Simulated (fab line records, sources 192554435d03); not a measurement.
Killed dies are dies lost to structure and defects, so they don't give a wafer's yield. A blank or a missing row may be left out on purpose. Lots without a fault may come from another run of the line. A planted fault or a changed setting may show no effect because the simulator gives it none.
A struck lot beside a sound one | flow n5_finfet | 18 steps out of a route of 1938
Sound: wafers L523.3, L523.4, L523.6. Struck: wafers L524.1, L524.2, L524.5. The cause comes at the end.
At each step with rows: each side's tool, then ch and its chambers, then its first start. Under that, the readings that differ: sound wafers | struck wafers | difference of the means | sigmas: that difference in standard deviations of wafers without a fault.
alike: readings whose means differ by less than 2 such deviations, and words and numbers that are the same on both sides. not compared: withheld readings, readings that some wafer has no value for, bounds like >300 that may hide the same value, and numbers for which the record gives no deviation and whose values overlap.
The two part at a step that has a row with sigmas, a row that says differs or no value, or rows on one side only. Numbers that don't overlap but have no deviation are shown without sigmas and don't part them. A reading that every wafer of one side lacks parts them only if that side has two wafers or more.

N5_BEOL_M12_ETCH_68: etches SOC in N2/H2, time 285 s.
  sound on rie_diel-04 ch 0,2,3, day 14 21:36; struck on rie_diel-04 ch 0,2,3, day 15 00:39
  alike: drypump_motor_current_A, oes_product_au, rf_vpp_V, showerhead_plenum_p_Torr, temp_c, throttle_valve_pct
  not compared: rf_hours_counter_h
then, 1 step without rows for these wafers: N5_BEOL_M12_STRIP_69 (strips in N2/H2).
N5_BEOL_M12_TRENCH_ETCH_34: etches SiOC in C4F8/O2/Ar, target depth 318.95 nm, time 125.5 s.
  sound on rie_diel-04 ch 0,2,3, day 14 21:47; struck on rie_diel-04 ch 0,2,3, day 15 00:50
  alike: drypump_motor_current_A, mfc_ar_sccm, oes_product_au, rf_vpp_V, showerhead_plenum_p_Torr, throttle_valve_pct
  not compared: rf_hours_counter_h
then, 1 step without rows for these wafers: N5_BEOL_M12_STRIP_70 (strips in C4F8/O2/Ar).
N5_BEOL_M12_OCD_MEAS_35:
  sound on ocd-01, day 14 21:56; struck on ocd-01, day 15 00:59
  alike: trench_depth_nm
N5_BEOL_M12_STRIP_37: strips in N2/H2.
  sound on plasma_asher-01 ch 0,1, day 14 21:59; struck on plasma_asher-02 ch 0,1, day 15 01:05
  alike: drypump_motor_current_A, heater_power_w, oes_product_au, temp_c
  not compared: rf_hours_counter_h
N5_BEOL_M12_ETCH_38: etches SiCN in CF4/N2, target depth 68.7 nm, time 73.4 s.
  sound on rie_diel-05 ch 0,1, day 14 22:03; struck on rie_diel-04 ch 0,2,3, day 15 04:26
  alike: drypump_motor_current_A, mfc_ar_sccm, oes_product_au, rf_vpp_V, showerhead_plenum_p_Torr, throttle_valve_pct
  not compared: rf_hours_counter_h
then, 3 steps without rows for these wafers: N5_BEOL_M12_PRECLEAN_39 (cleans in residue remover, time 60 s); N5_BEOL_M12_SRD_40 (time 30 s, dry time 30 s); N5_BEOL_M12_DEGAS_41 (time 60 s).
N5_BEOL_M12_PRE_CLEAN_42: time 30 s.
  sound on pvd_sputter-03, day 14 22:31; struck on pvd_sputter-02, day 15 04:56
  alike: heater_power_w
then, 1 step without rows for these wafers: N5_BEOL_M12_SPUTTER_43 (material TaN, target thk 15 nm, time 24.19 s).
N5_BEOL_M12_SPUTTER_44: material Ta, target thk 10 nm, time 16.13 s.
  sound on pvd_sputter-03, day 14 22:38; struck on pvd_sputter-02, day 15 05:04
  reading                                     | sound     | struck       | difference | sigmas
  model.Ta_of_BEOL_M12_SPUTTER_44.thk_nm (nm) | 10 10 9.8 | 11.2 11.2 11 | +1.2       |
  alike: chamber_pressure_pa, throttle_valve_pct
then, 3 steps without rows for these wafers: N5_BEOL_M12_SPUTTER_45 (material Cu, target thk 80 nm, time 13.33 s); N5_BEOL_M12_ECD_47 (material Cu, target thk 720 nm); N5_BEOL_M12_ANNEAL_48 (time 90 s).
N5_BEOL_M12_CMP_49: polishes, stops on SiOC, t overpolish 20.6 s, target thk 320 nm.
  sound on cmp-02 ch 0,2, day 14 23:17; struck on cmp-03 ch 0,1, day 15 05:42
  reading                      | sound          | struck         | difference | sigmas
  barrier_field_endpoint_s (s) | 30.7 29.2 29.8 | 31.8 32.4 32.5 | +2.3       | +4
  alike: edge_zone_pressure_frac, motor_current_A, platen_rpm
N5_BEOL_M12_THK_MEAS_50: measures by xrf.
  sound on film_metro-02, day 14 23:35; struck on film_metro-01, day 15 05:59
  alike: M12_THK

WHERE THEY PART
Only at N5_BEOL_M12_CMP_49, within this record. Later steps at which nothing parts them and some readings are alike: N5_BEOL_M12_THK_MEAS_50.

WHY: what the simulator had put in
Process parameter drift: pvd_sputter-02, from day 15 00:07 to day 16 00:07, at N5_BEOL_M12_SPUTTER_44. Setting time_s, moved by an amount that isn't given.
